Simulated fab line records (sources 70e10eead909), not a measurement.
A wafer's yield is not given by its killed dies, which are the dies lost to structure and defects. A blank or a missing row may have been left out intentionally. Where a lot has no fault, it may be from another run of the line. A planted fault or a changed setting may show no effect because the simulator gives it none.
Which tool was responsible? :: flow nandHarc :: 13 lots with 37 wafers sampled at 5 steps, on a route of 1302 steps

== WHAT THE GAUGES SHOWED, per wafer ==
NHARC_P_STI_INSPECT_25. Usual: rawDefectCount 213, standard deviation 84.
lot: L568
measured: day 4 00:33
on: defectInspect-02
rawDefectCount: 128 110 155
flag: 

lot: L570
measured: day 4 22:32
on: defectInspect-01
rawDefectCount: 115 146 290
flag: 

lot: L577
measured: day 7 16:55
on: defectInspect-01
rawDefectCount: 140 217 102
flag: 

lot: L579
measured: day 8 13:16
on: defectInspect-02
rawDefectCount: 265 229
flag: 

lot: L580
measured: day 8 22:02
on: defectInspect-02
rawDefectCount: 210 277
flag: 

lot: L581
measured: day 10 02:52
on: defectInspect-02
rawDefectCount: 132 203 231
flag: 

lot: L585
measured: day 11 03:01
on: defectInspect-01
rawDefectCount: 293 366 294
flag: 

lot: L586
measured: day 11 20:42
on: defectInspect-01
rawDefectCount: 120 318 131
flag: 

lot: L587
measured: day 12 06:15
on: defectInspect-02
rawDefectCount: 187 115 150
flag: 

lot: L588
measured: day 12 12:50
on: defectInspect-01
rawDefectCount: 458 356 417
flag: 

lot: L589
measured: day 12 19:30
on: defectInspect-01
rawDefectCount: 244 263 256
flag: 

lot: L590
measured: day 13 02:50
on: defectInspect-01
rawDefectCount: 382 200 303
flag: 

lot: L591
measured: day 13 15:29
on: defectInspect-01
rawDefectCount: 181 131 87
flag: 

NHARC_END_SORT_01. Usual: killedAtArray 49, standard deviation 19; killedAtOther 0.9, standard deviation 1.1; killedAtPeriphery 4.0, standard deviation 2.7; killedDies 54, standard deviation 19; killedOpen 3.3, standard deviation 1.8; killedShort 2.6, standard deviation 1.6.
lot: L568
measured: day 25 14:16
on: prober-02
killedAtArray: 25 27 22
killedAtOther: 0 0 2
killedAtPeriphery: 6 7 7
killedDies: 31 34 31
killedOpen: 4 3 3
killedShort: 3 3 5
flag: 

lot: L570
measured: day 25 06:32
on: prober-02
killedAtArray: 25 43 42
killedAtOther: 2 0 1
killedAtPeriphery: 4 4 5
killedDies: 31 47 48
killedOpen: 3 2 9
killedShort: 0 3 4
flag: 

lot: L577
measured: day 27 15:11
on: prober-02
killedAtArray: 55 51 32
killedAtOther: 2 0 0
killedAtPeriphery: 4 3 5
killedDies: 61 54 37
killedOpen: 5 1 5
killedShort: 3 2 2
flag: 

lot: L579
measured: day 29 01:31
on: prober-02
killedAtArray: 31
killedAtOther: 0
killedAtPeriphery: 3
killedDies: 34
killedOpen: 3
killedShort: 0
flag: 

lot: L580
measured: day 29 16:44
on: prober-02
killedAtArray: 39
killedAtOther: 1
killedAtPeriphery: 3
killedDies: 43
killedOpen: 4
killedShort: 1
flag: 

lot: L581
measured: day 30 19:33
on: prober-02
killedAtArray: 86 79 63
killedAtOther: 1 1 2
killedAtPeriphery: 0 2 2
killedDies: 87 82 67
killedOpen: 3 4 4
killedShort: 1 1 1
flag: 

== EACH LOT AND THE TOOL THAT RAN IT (in order: tool; ch and the chambers of the sampled wafers; start) ==
lot: L568
NHARC_P_GATE_SOFTBAKE_21: lithoTrack-01 ch 0, day 5 03:00
NHARC_P_GATE_HM_OPEN_105: rieDiel-06 ch 0,1, day 25 14:16 or earlier
NHARC_P_GATE_ETCH_114: rieDiel-06 ch 0,3, day 25 14:16 or earlier

lot: L570
NHARC_P_GATE_SOFTBAKE_21: lithoTrack-06 ch 0, day 5 20:00
NHARC_P_GATE_HM_OPEN_105: rieDiel-06 ch 1,3, day 25 06:32 or earlier
NHARC_P_GATE_ETCH_114: rieDiel-06 ch 0,1, day 25 06:32 or earlier

lot: L577
NHARC_P_GATE_SOFTBAKE_21: lithoTrack-01 ch 0, day 8 15:00
NHARC_P_GATE_HM_OPEN_105: rieDiel-03 ch 0,2, day 27 15:11 or earlier
NHARC_P_GATE_ETCH_114: rieDiel-03 ch 0,2,3, day 27 15:11 or earlier

lot: L579
NHARC_P_GATE_SOFTBAKE_21: lithoTrack-01 ch 0, day 9 15:00
NHARC_P_GATE_HM_OPEN_105: rieDiel-06 ch 1,3, day 29 01:31 or earlier
NHARC_P_GATE_ETCH_114: rieDiel-06 ch 1, day 29 01:31 or earlier

lot: L580
NHARC_P_GATE_SOFTBAKE_21: lithoTrack-01 ch 0, day 9 21:00
NHARC_P_GATE_HM_OPEN_105: rieDiel-11 ch 2,3, day 29 16:44 or earlier
NHARC_P_GATE_ETCH_114: rieDiel-11 ch 0, day 29 16:44 or earlier

lot: L581
NHARC_P_GATE_SOFTBAKE_21: lithoTrack-06 ch 0, day 11 03:00
NHARC_P_GATE_HM_OPEN_105: rieDiel-06 ch 0,1, day 30 19:33 or earlier
NHARC_P_GATE_ETCH_114: rieDiel-06 ch 2,3, day 30 19:33 or earlier

lot: L585
NHARC_P_GATE_SOFTBAKE_21: lithoTrack-04 ch 0, day 12 03:00
NHARC_P_GATE_HM_OPEN_105: rieDiel-11 ch 0,2,3, no start
NHARC_P_GATE_ETCH_114: rieDiel-11 ch 0,1,2, no start

lot: L586
NHARC_P_GATE_SOFTBAKE_21: lithoTrack-06 ch 0, day 12 20:00
NHARC_P_GATE_HM_OPEN_105: rieDiel-06 ch 0,1,3, no start
NHARC_P_GATE_ETCH_114: rieDiel-06 ch 0,1,3, no start

lot: L587
NHARC_P_GATE_SOFTBAKE_21: lithoTrack-06 ch 0, day 13 07:00
NHARC_P_GATE_HM_OPEN_105: rieDiel-11 ch 0,1,3, no start
NHARC_P_GATE_ETCH_114: rieDiel-11 ch 0,1, no start

lot: L588
NHARC_P_GATE_SOFTBAKE_21: lithoTrack-01 ch 0, day 13 11:00
NHARC_P_GATE_HM_OPEN_105: rieDiel-06 ch 0,1,2, no start
NHARC_P_GATE_ETCH_114: rieDiel-06 ch 0,1,2, no start

lot: L589
NHARC_P_GATE_SOFTBAKE_21: lithoTrack-06 ch 0, day 13 23:00
NHARC_P_GATE_HM_OPEN_105: rieDiel-11 ch 0,2,3, no start
NHARC_P_GATE_ETCH_114: rieDiel-11 ch 0,1,3, no start

lot: L590
NHARC_P_GATE_SOFTBAKE_21: lithoTrack-04 ch 0, day 14 02:00
NHARC_P_GATE_HM_OPEN_105: rieDiel-11 ch 0,1,2, no start
NHARC_P_GATE_ETCH_114: rieDiel-11 ch 0,1,2, no start

lot: L591
NHARC_P_GATE_SOFTBAKE_21: lithoTrack-06 ch 0, day 14 17:00
NHARC_P_GATE_HM_OPEN_105: rieDiel-03 ch 0,2,3, no start
NHARC_P_GATE_ETCH_114: rieDiel-03 ch 0,2, no start
- NHARC_P_GATE_SOFTBAKE_21: time 55 s.
- NHARC_P_GATE_HM_OPEN_105: chemistry O2/COS, target depth 360 nm.
- NHARC_P_GATE_ETCH_114: etches the open film in CF4/O2, target depth 30 nm, overetch 3 nm, time 16.5 s.

== AS READ BY THE TOOLS THEMSELVES (means over the sampled wafers that have a number; for cases with no such wafer, the mark the record gives instead) ==
NHARC_P_GATE_SOFTBAKE_21. Usual: heaterPowerTotalW 188.44 W, standard deviation 0.14.
lot: L568
tool: lithoTrack-01
heaterPowerTotalW (W): 188.56
flag: 

lot: L570
tool: lithoTrack-06
heaterPowerTotalW (W): 188.35
flag: 

lot: L577
tool: lithoTrack-01
heaterPowerTotalW (W): 194.90
flag: OFF

lot: L579
tool: lithoTrack-01
heaterPowerTotalW (W): 198.34
flag: OFF

lot: L580
tool: lithoTrack-01
heaterPowerTotalW (W): 198.17
flag: OFF

lot: L581
tool: lithoTrack-06
heaterPowerTotalW (W): 188.43
flag: 

lot: L585
tool: lithoTrack-04
heaterPowerTotalW (W): 188.36
flag: 

lot: L586
tool: lithoTrack-06
heaterPowerTotalW (W): 188.36
flag: 

lot: L587
tool: lithoTrack-06
heaterPowerTotalW (W): 188.54
flag: 

lot: L588
tool: lithoTrack-01
heaterPowerTotalW (W): 188.42
flag: 

lot: L589
tool: lithoTrack-06
heaterPowerTotalW (W): 188.48
flag: 

lot: L590
tool: lithoTrack-04
heaterPowerTotalW (W): 188.38
flag: 

lot: L591
tool: lithoTrack-06
heaterPowerTotalW (W): 188.41
flag: 

NHARC_P_GATE_HM_OPEN_105. Usual: drypumpMotorCurrentA 5.6 A, standard deviation 0.36; oesProductAu 0.999 a.u., standard deviation 0.01; rfFwdPowerW 497.9 W, standard deviation 1.6; rfVppV 469.4 V, standard deviation 2.7; showerheadPlenumPTorr 3.22 Torr, standard deviation 0.12; throttleValvePct 28.330 %, standard deviation 0.0094.
lot: L568
tool: rieDiel-06
drypumpMotorCurrentA (A): 5.7
oesProductAu (a.u.): 1.008
rfFwdPowerW (W): 498.8
rfVppV (V): 470.1
showerheadPlenumPTorr (Torr): 3.29
throttleValvePct (%): 28.323
flag: 

lot: L570
tool: rieDiel-06
drypumpMotorCurrentA (A): 5.9
oesProductAu (a.u.): 1.001
rfFwdPowerW (W): 498.1
rfVppV (V): 471.1
showerheadPlenumPTorr (Torr): 3.32
throttleValvePct (%): 28.328
flag: 

lot: L577
tool: rieDiel-03
drypumpMotorCurrentA (A): 5.8
oesProductAu (a.u.): 0.981
rfFwdPowerW (W): 496.6
rfVppV (V): 465.3
showerheadPlenumPTorr (Torr): 3.04
throttleValvePct (%): 28.327
flag: 

lot: L579
tool: rieDiel-06
drypumpMotorCurrentA (A): 5.8
oesProductAu (a.u.): 1.005
rfFwdPowerW (W): 499.4
rfVppV (V): 471.4
showerheadPlenumPTorr (Torr): 3.32
throttleValvePct (%): 28.346
flag: 

lot: L580
tool: rieDiel-11
drypumpMotorCurrentA (A): 5.3
oesProductAu (a.u.): 0.996
rfFwdPowerW (W): 497.7
rfVppV (V): 467.9
showerheadPlenumPTorr (Torr): 3.18
throttleValvePct (%): 28.331
flag: 

lot: L581
tool: rieDiel-06
drypumpMotorCurrentA (A): 5.4
oesProductAu (a.u.): 1.007
rfFwdPowerW (W): 498.2
rfVppV (V): 469.6
showerheadPlenumPTorr (Torr): 3.26
throttleValvePct (%): 28.321
flag: 

lot: L585
tool: rieDiel-11
drypumpMotorCurrentA (A): 5.5
oesProductAu (a.u.): 0.997
rfFwdPowerW (W): 499.6
rfVppV (V): 466.8
showerheadPlenumPTorr (Torr): 3.13
throttleValvePct (%): 28.325
flag: 

lot: L586
tool: rieDiel-06
drypumpMotorCurrentA (A): 5.6
oesProductAu (a.u.): 1.006
rfFwdPowerW (W): 498.0
rfVppV (V): 471.5
showerheadPlenumPTorr (Torr): 3.29
throttleValvePct (%): 28.330
flag: 

lot: L587
tool: rieDiel-11
drypumpMotorCurrentA (A): 5.7
oesProductAu (a.u.): 1.001
rfFwdPowerW (W): 498.2
rfVppV (V): 467.7
showerheadPlenumPTorr (Torr): 3.12
throttleValvePct (%): 28.331
flag: 

lot: L588
tool: rieDiel-06
drypumpMotorCurrentA (A): 5.5
oesProductAu (a.u.): 0.999
rfFwdPowerW (W): 498.5
rfVppV (V): 471.0
showerheadPlenumPTorr (Torr): 3.27
throttleValvePct (%): 28.331
flag: 

lot: L589
tool: rieDiel-11
drypumpMotorCurrentA (A): 5.5
oesProductAu (a.u.): 0.994
rfFwdPowerW (W): 498.7
rfVppV (V): 467.3
showerheadPlenumPTorr (Torr): 3.13
throttleValvePct (%): 28.321
flag: 

lot: L590
tool: rieDiel-11
drypumpMotorCurrentA (A): 5.6
oesProductAu (a.u.): 0.991
rfFwdPowerW (W): 497.9
rfVppV (V): 469.9
showerheadPlenumPTorr (Torr): 3.22
throttleValvePct (%): 28.331
flag: 

lot: L591
tool: rieDiel-03
drypumpMotorCurrentA (A): 5.9
oesProductAu (a.u.): 0.989
rfFwdPowerW (W): 499.1
rfVppV (V): 468.6
showerheadPlenumPTorr (Torr): 3.14
throttleValvePct (%): 28.336
flag: 

NHARC_P_GATE_ETCH_114. Usual: drypumpMotorCurrentA 5.6 A, standard deviation 0.36; oesProductAu 1.002 a.u., standard deviation 0.011; rfFwdPowerW 293.6 W, standard deviation 1.2; rfVppV 198.8 V, standard deviation 1.3; showerheadPlenumPTorr 1.38 Torr, standard deviation 0.053; throttleValvePct 13.396 %, standard deviation 0.01.
lot: L568
tool: rieDiel-06
drypumpMotorCurrentA (A): 5.4
oesProductAu (a.u.): 1.007
rfFwdPowerW (W): 294.0
rfVppV (V): 199.1
showerheadPlenumPTorr (Torr): 1.41
throttleValvePct (%): 13.400
flag: 

lot: L570
tool: rieDiel-06
drypumpMotorCurrentA (A): 5.4
oesProductAu (a.u.): 1.012
rfFwdPowerW (W): 294.2
rfVppV (V): 199.0
showerheadPlenumPTorr (Torr): 1.39
throttleValvePct (%): 13.387
flag: 

lot: L577
tool: rieDiel-03
drypumpMotorCurrentA (A): 5.8
oesProductAu (a.u.): 0.991
rfFwdPowerW (W): 294.2
rfVppV (V): 198.5
showerheadPlenumPTorr (Torr): 1.35
throttleValvePct (%): 13.394
flag: 

lot: L579
tool: rieDiel-06
drypumpMotorCurrentA (A): 6.0
oesProductAu (a.u.): 1.006
rfFwdPowerW (W): 294.1
rfVppV (V): 198.3
showerheadPlenumPTorr (Torr): 1.42
throttleValvePct (%): 13.393
flag: 

lot: L580
tool: rieDiel-11
drypumpMotorCurrentA (A): 5.8
oesProductAu (a.u.): 1.018
rfFwdPowerW (W): 293.4
rfVppV (V): 196.3
showerheadPlenumPTorr (Torr): 1.29
throttleValvePct (%): 13.402
flag: 

lot: L581
tool: rieDiel-06
drypumpMotorCurrentA (A): 5.5
oesProductAu (a.u.): 0.998
rfFwdPowerW (W): 292.3
rfVppV (V): 199.2
showerheadPlenumPTorr (Torr): 1.41
throttleValvePct (%): 13.392
flag: 

lot: L585
tool: rieDiel-11
drypumpMotorCurrentA (A): 5.6
oesProductAu (a.u.): 0.997
rfFwdPowerW (W): 293.5
rfVppV (V): 198.8
showerheadPlenumPTorr (Torr): 1.38
throttleValvePct (%): 13.409
flag: 

lot: L586
tool: rieDiel-06
drypumpMotorCurrentA (A): 5.6
oesProductAu (a.u.): 1.001
rfFwdPowerW (W): 293.9
rfVppV (V): 198.9
showerheadPlenumPTorr (Torr): 1.41
throttleValvePct (%): 13.389
flag: 

lot: L587
tool: rieDiel-11
drypumpMotorCurrentA (A): 5.9
oesProductAu (a.u.): 0.995
rfFwdPowerW (W): 292.8
rfVppV (V): 198.5
showerheadPlenumPTorr (Torr): 1.37
throttleValvePct (%): 13.394
flag: 

lot: L588
tool: rieDiel-06
drypumpMotorCurrentA (A): 5.5
oesProductAu (a.u.): 1.001
rfFwdPowerW (W): 293.6
rfVppV (V): 198.7
showerheadPlenumPTorr (Torr): 1.40
throttleValvePct (%): 13.382
flag: 

lot: L589
tool: rieDiel-11
drypumpMotorCurrentA (A): 5.7
oesProductAu (a.u.): 1.000
rfFwdPowerW (W): 293.3
rfVppV (V): 198.4
showerheadPlenumPTorr (Torr): 1.33
throttleValvePct (%): 13.402
flag: 

lot: L590
tool: rieDiel-11
drypumpMotorCurrentA (A): 5.6
oesProductAu (a.u.): 0.999
rfFwdPowerW (W): 293.7
rfVppV (V): 198.0
showerheadPlenumPTorr (Torr): 1.38
throttleValvePct (%): 13.393
flag: 

lot: L591
tool: rieDiel-03
drypumpMotorCurrentA (A): 5.7
oesProductAu (a.u.): 0.991
rfFwdPowerW (W): 293.6
rfVppV (V): 197.2
showerheadPlenumPTorr (Torr): 1.30
throttleValvePct (%): 13.395
flag: 

== THE ANSWER, worked out from the rows above alone ==
Rule: a lot counts as off when the mean over its wafers that have a number is more than 3 standard deviations away from the usual mean. A lot without any number at a reading at which 4 lots or more have one is off too. Where the step has rows for the other lots, those lots are counted as sound. Order of review: gauges by route order, followed by the tools' own readings, for which a lot's mean as printed above is used. At the first step where some lot is off, the reading lying furthest off is the one used; lots without a number count as furthest.
Off, at NHARC_P_GATE_SOFTBAKE_21 on heaterPowerTotalW: L577, L579, L580.
If a tool, at that step or one of the process steps before it, ran each lot that is off and ran no sound lot following the first of them, it fits. Of those tried, none fits.

== WHAT THE SIMULATOR HAD PUT IN ==
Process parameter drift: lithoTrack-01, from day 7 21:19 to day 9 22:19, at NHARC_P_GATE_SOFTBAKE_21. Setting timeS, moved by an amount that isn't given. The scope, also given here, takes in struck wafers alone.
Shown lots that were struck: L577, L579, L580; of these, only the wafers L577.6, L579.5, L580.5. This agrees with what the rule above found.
